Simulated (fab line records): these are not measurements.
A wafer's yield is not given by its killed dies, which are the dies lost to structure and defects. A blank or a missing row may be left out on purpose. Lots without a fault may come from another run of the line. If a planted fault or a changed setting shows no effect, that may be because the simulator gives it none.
A lot that was struck, set against a sound lot | flow n5_finfet | 14 out of 1938 route steps
Sound: wafers L823.1, L823.2, L823.5. Struck: wafers L814.1, L814.3, L814.5. The cause comes at the end.
For every step that has rows: the tool of each side, followed by ch and its chambers, followed by its first start. Under that, the readings that differ: sound wafers | struck wafers | difference of the means | sigmas: that difference in standard deviations of wafers without a fault.
alike: a reading whose means differ by less than 2 such deviations, as well as words and numbers matching on both sides. not compared: withheld readings; readings where some wafer has no value; bounds like >300 that might hide an equal value; numbers whose values overlap and for which the record gives no deviation.
A row with sigmas, a row that says differs or no value, or rows on one side alone: a step with any of these is where the two part. Non-overlapping numbers with no deviation appear without sigmas and do not part them. A reading missing from all wafers of one side parts the sides only when that side holds two or more wafers.

N5_BEOL_M2_RS_MEAS_58: a four-point-probe measurement.
  sound: film_metro-02 at day 12 11:59; struck: film_metro-01 at day 9 23:00
  alike: M2_RS
N5_BEOL_M2_INSPECT_59: inspects for defects (darkfield).
  sound: defect_inspect-02 at day 12 12:00; struck: defect_inspect-02 at day 9 23:01
  alike: raw_defect_count
N5_BEOL_M3_ILD_DEP_00: deposits SiOC from DEMS/O2, target thk 79 nm, time 15.3 s.
  sound on pecvd-03 ch 0,1, day 12 12:02; struck on pecvd-04 ch 0,1,2, day 9 23:04
  alike: heater_power_w, showerhead_plenum_p_Torr, throttle_valve_pct
  not compared: since_wet_clean_h
N5_BEOL_M3_THK_MEAS_01:
  sound: film_metro-01 at day 12 12:07; struck: film_metro-01 at day 9 23:08
  alike: M3_ILD_THK
N5_BEOL_M3_PECVD_72: deposits SiO2 from TEOS/O2, target thk 16 nm, time 18 s.
  sound on pecvd-01 ch 1,2, day 12 12:09; struck on pecvd-01 ch 0,2, day 9 23:10
  reading            | sound       | struck      | difference | sigmas
  heater_power_w (W) | 689 570 572 | 972 795 954 | +297       | +2
  alike: showerhead_plenum_p_Torr, throttle_valve_pct
  not compared: since_wet_clean_h
N5_BEOL_M3_HM_DEP_02: deposits TiN, target thk 20 nm.
  sound: pvd_sputter-03 at day 12 12:13; struck: pvd_sputter-01 at day 10 00:37
  alike: throttle_valve_pct
then, 6 steps without rows for these wafers: N5_BEOL_M3_COAT_61 (time 60 s, resist thk 60 nm); N5_BEOL_M3_COAT_62 (time 60 s, resist thk 12 nm); N5_BEOL_M3_COAT_73 (time 60 s, resist thk 5 nm); N5_BEOL_M3_COAT_05 (resist thk 30 nm); N5_BEOL_M3_EBR_07; N5_BEOL_M3_SOFTBAKE_06 (time 60 s).
N5_BEOL_M3_EXPOSE_08: exposes mask M3.
  struck on euv_scanner-02, day 10 00:53; sound on euv_scanner-02 ch 0, day 12 12:28
  no value came back on the struck wafers for dipole_opening_deg (degrees), exposure_dose_mJ_cm2, na, sigma_outer; on the sound wafers dipole_opening_deg (degrees) reads 79.7 79.7 79.7
  alike: mask
then, 1 step without rows for these wafers: N5_BEOL_M3_PEB_09 (peb time 60 s).

## WHERE THEY PART
At N5_BEOL_M3_PECVD_72 first; at N5_BEOL_M3_EXPOSE_08 last (within this record only).

WHY: what had been put in by the simulator
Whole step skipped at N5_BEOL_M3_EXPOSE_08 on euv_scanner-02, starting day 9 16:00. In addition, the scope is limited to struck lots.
